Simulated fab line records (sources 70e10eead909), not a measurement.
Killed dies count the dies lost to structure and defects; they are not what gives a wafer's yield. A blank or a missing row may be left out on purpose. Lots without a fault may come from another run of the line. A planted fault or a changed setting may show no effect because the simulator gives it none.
Comparing a struck lot with a sound one    flow nand_harc    29 out of 1159 route steps
Sound: wafers L371.1, L371.4, L371.6. Struck: wafers L362.2, L362.4 (left out: L362.6, a lot-mate that was not struck); the cause follows at the end.
Order at every step that has rows: each side's tool, ch and its chambers, its first start. Under that, the readings that differ: sound wafers    struck wafers    difference of the means    sigmas: that difference in standard deviations of wafers without a fault.
alike: readings with means less than 2 such deviations apart, plus words and numbers identical on both sides. not compared: withheld readings, readings lacking a value on some wafer, bounds such as >300 that could conceal the same value, and numbers that have no deviation in the record and whose values overlap.
Wherever a step has rows on one side only, a row that says differs or no value, or a row with sigmas, the two part there. Numbers that don't overlap but have no deviation are shown without sigmas and don't part them. Lack of a reading on every wafer of one side parts them only where that side has two or more wafers.

NHARC_A_CHANNEL_HOLE_D1_OVL_MEAS_11:
  sound on overlay-02 at day 13 07:39; struck on overlay-01 at day 10 15:05
reading            sound           struck   difference  sigmas
overlay_y_nm (nm)  -0.8 -1.3 -0.7  1.5 0.7  +2.0        +3
  alike: overlay_x_nm
NHARC_A_CHANNEL_HOLE_D1_INSPECT_12:
  sound on defect_inspect-01 at day 13 07:41; struck on defect_inspect-02 at day 10 15:07
  alike: raw_defect_count
then, 2 steps without rows for these wafers: NHARC_A_CHANNEL_HOLE_D1_DESCUM_15 (chemistry O2, time 3 s); NHARC_A_CHANNEL_HOLE_D1_ETCH_38 (etches the open film in CF4, target depth 39 nm, time 65 s).
NHARC_A_CHANNEL_HOLE_D1_ETCH_39: etches the open film in N2/H2, target depth 260 nm, time 325 s.
  sound: rie_diel-05 ch 0,2; struck: rie_diel-09 ch 1,2
reading                sound              struck       difference  sigmas
oes_product_au (a.u.)  1.007 1.012 1.013  0.976 0.975  -0.035      -3
  alike: drypump_motor_current_A, rf_vpp_V, showerhead_plenum_p_Torr, throttle_valve_pct
  not compared: rf_hours_counter_h
then, 1 step without rows for these wafers: NHARC_A_CHANNEL_HOLE_D1_ETCH_34 (etches the open film in CF4/CHF3, target depth 154 nm, time 77 s).
NHARC_A_CHANNEL_HOLE_D1_ETCH_16: etches the open film in O2/COS, target depth 3100 nm, time 806 s.
  sound: rie_diel-05 ch 0,1; struck: rie_diel-09 ch 1,2
reading                sound              struck       difference  sigmas
oes_product_au (a.u.)  1.019 1.014 1.008  0.988 0.983  -0.028      -2
  alike: cos_flow_sccm, drypump_motor_current_A, rf_vpp_V, showerhead_plenum_p_Torr, throttle_valve_pct
  not compared: rf_hours_counter_h
NHARC_A_CHANNEL_HOLE_D1_CD_MEAS_18:
  sound on cd_sem-01 at day 13 08:52; struck on cd_sem-01 at day 10 16:17
  alike: cd_nm
then, 2 steps without rows for these wafers: NHARC_A_CHANNEL_HOLE_D1_ETCH_19 (etches the open film in C4F8/O2/Ar, time 34.5 s); NHARC_A_CHANNEL_HOLE_D1_ETCH_20 (etches the open film in C4F8/O2/Ar, time 361.9 s, target depth 1600 nm).
NHARC_A_CHANNEL_HOLE_D1_ETCH_21: etches the open film in C4F8/O2/Ar, time 514.3 s, target depth 1600 nm.
  sound on har_etch-01 ch 1, day 13 09:26; struck on har_etch-01 ch 0, day 10 16:52
  alike: drypump_motor_current_A, showerhead_plenum_p_Torr, throttle_valve_pct
  not compared: rf_hours_counter_h
then, 1 step without rows for these wafers: NHARC_A_CHANNEL_HOLE_D1_ETCH_22 (etches the open film in C4F8/O2/Ar, time 666.7 s, target depth 1600 nm).
NHARC_A_CHANNEL_HOLE_D1_ETCH_23: etches the open film in C4F8/O2/Ar, time 819 s, target depth 1600 nm.
  sound on har_etch-01 ch 1, day 13 10:29; struck on har_etch-01 ch 0, day 10 17:55
  alike: drypump_motor_current_A, showerhead_plenum_p_Torr, throttle_valve_pct
  not compared: rf_hours_counter_h
then, 2 steps without rows for these wafers: NHARC_A_CHANNEL_HOLE_D1_ETCH_24 (etches the open film in C4F8/O2/Ar, time 906.2 s, target depth 1500 nm); NHARC_A_CHANNEL_HOLE_D1_ETCH_25 (etches the open film in C4F8/O2/Ar, time 1040.2 s, target depth 1500 nm).
NHARC_A_CHANNEL_HOLE_D1_ETCH_26: etches the open film in C4F8/O2/Ar, time 224.1 s, target depth 300 nm.
  sound on har_etch-01 ch 1, day 13 12:46; struck on har_etch-01 ch 0, day 10 20:11
  alike: drypump_motor_current_A, showerhead_plenum_p_Torr, throttle_valve_pct
  not compared: rf_hours_counter_h
then, 5 steps without rows for these wafers: NHARC_A_CHANNEL_HOLE_D1_ETCH_33 (etches the open film in C4F8/O2/Ar, time 90 s, target depth 400 nm); NHARC_A_CHANNEL_HOLE_D1_STRIP_41 (strips in N2/H2); NHARC_A_CHANNEL_HOLE_D1_STRIP_42 (strips in CF4/CHF3); NHARC_A_CHANNEL_HOLE_D1_STRIP_43 (strips in O2/COS); NHARC_A_CHANNEL_HOLE_D1_ETCH_44 (etches the open film in CF4/O2, target depth 140 nm, overetch 14 nm, time 77 s).
NHARC_A_CHANNEL_HOLE_D1_STRIP_27: strips in O2.
  sound: rie_diel-06 ch 0,2,3; struck: rie_diel-05 ch 1,2
  alike: drypump_motor_current_A, oes_product_au, rf_vpp_V, showerhead_plenum_p_Torr, throttle_valve_pct
  not compared: rf_hours_counter_h
then, 2 steps without rows for these wafers: NHARC_A_CHANNEL_HOLE_D1_PRECLEAN_28 (cleans in SC1); NHARC_A_CHANNEL_HOLE_D1_SRD_29.
NHARC_A_CHANNEL_HOLE_D1_CD_MEAS_30:
  sound on cd_sem-01 at day 13 14:28; struck on cd_sem-02 at day 10 21:58
  alike: cd_nm
after that, 1 step had no rows for these wafers: NHARC_A_CHANNEL_HOLE_D1_XSEM_31.
NHARC_A_CHANNEL_HOLE_D1_INSPECT_40:
  sound on defect_inspect-01 at day 13 14:40; struck on defect_inspect-01 at day 10 22:10
reading           sound     struck   difference  sigmas
raw_defect_count  70 64 64  506 494  +434        +27
then, 1 step without rows for these wafers: NHARC_A_CHANNEL_FILL_D1_PRECLEAN_00 (cleans in SC1).
-- record jumps: 14 days between struck wafers' starts before vs after; left off in module A_CHANNEL_FILL_D1, resumes in module END, first step shown is number 1159 of the route --
NHARC_END_SORT_01:
  only the struck wafers appear in the record here, on prober-01 ch 0 at day 24 20:11; the sound ones have no rows

WHERE THEY PART
At NHARC_A_CHANNEL_HOLE_D1_OVL_MEAS_11 first; at NHARC_END_SORT_01 last (within this record only).

WHY: the cause the simulator had injected
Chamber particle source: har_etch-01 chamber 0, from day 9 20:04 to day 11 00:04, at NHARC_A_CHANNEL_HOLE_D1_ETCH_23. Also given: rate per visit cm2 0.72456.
